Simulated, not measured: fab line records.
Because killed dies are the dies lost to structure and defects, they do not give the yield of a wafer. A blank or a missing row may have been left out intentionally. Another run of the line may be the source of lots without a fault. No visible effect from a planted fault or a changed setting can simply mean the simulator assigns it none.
Matching of chambers -- flow nand-harc -- rie-si-06 running NHARC_P_GATE_ETCH_32: 4 sister chambers
The step etches the open film in HBr/Cl2, target depth 150 nm, time 100.1 s. 4 wafers are shown with their chamber, then 7 later ones without.

== WAFERS PAIRED WITH THEIR CHAMBERS ==
wafer,chamber,drypump-motor-current-A (A)
L086.1,3,6.2
L090.6,0,4.8
L092.1,1,5.2
L092.2,2,5.1

== WAFERS WITHOUT THEIR CHAMBER ==
wafer,drypump-motor-current-A (A)
L092.4,6.1
L095.3,5.2
L095.4,4.7
L095.5,5.1
L097.2,4.8
L097.3,6.2
L097.5,5.1

== EACH ONE'S CHAMBER ==
wafer,from the rows above,in truth
L092.4,3,3
L095.3,can't be placed: 1 or 2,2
L095.4,0,0
L095.5,can't be placed: 2 or 1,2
L097.2,0,0
L097.3,3,3
L097.5,can't be placed: 2 or 1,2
Correctly placed: 4 of 7. Unplaceable from these rows: 3, with the true chamber sitting among the candidates in 3. Number placed wrongly: 0.
How it was worked out, from the rows above alone: a wafer's distance from a chamber is the root of the sum, over the readings, of the square of ((its reading less the chamber's mean) divided by the reading's scatter). If the next closest chamber is less than 2 further off than the closest, the wafer can't be placed; otherwise it belongs to the closest. Each chamber's mean is taken over the wafers shown for it. The scatter: with one shown wafer a chamber, the root of the mean of the squares of how far each hidden wafer lies from its nearest shown one.
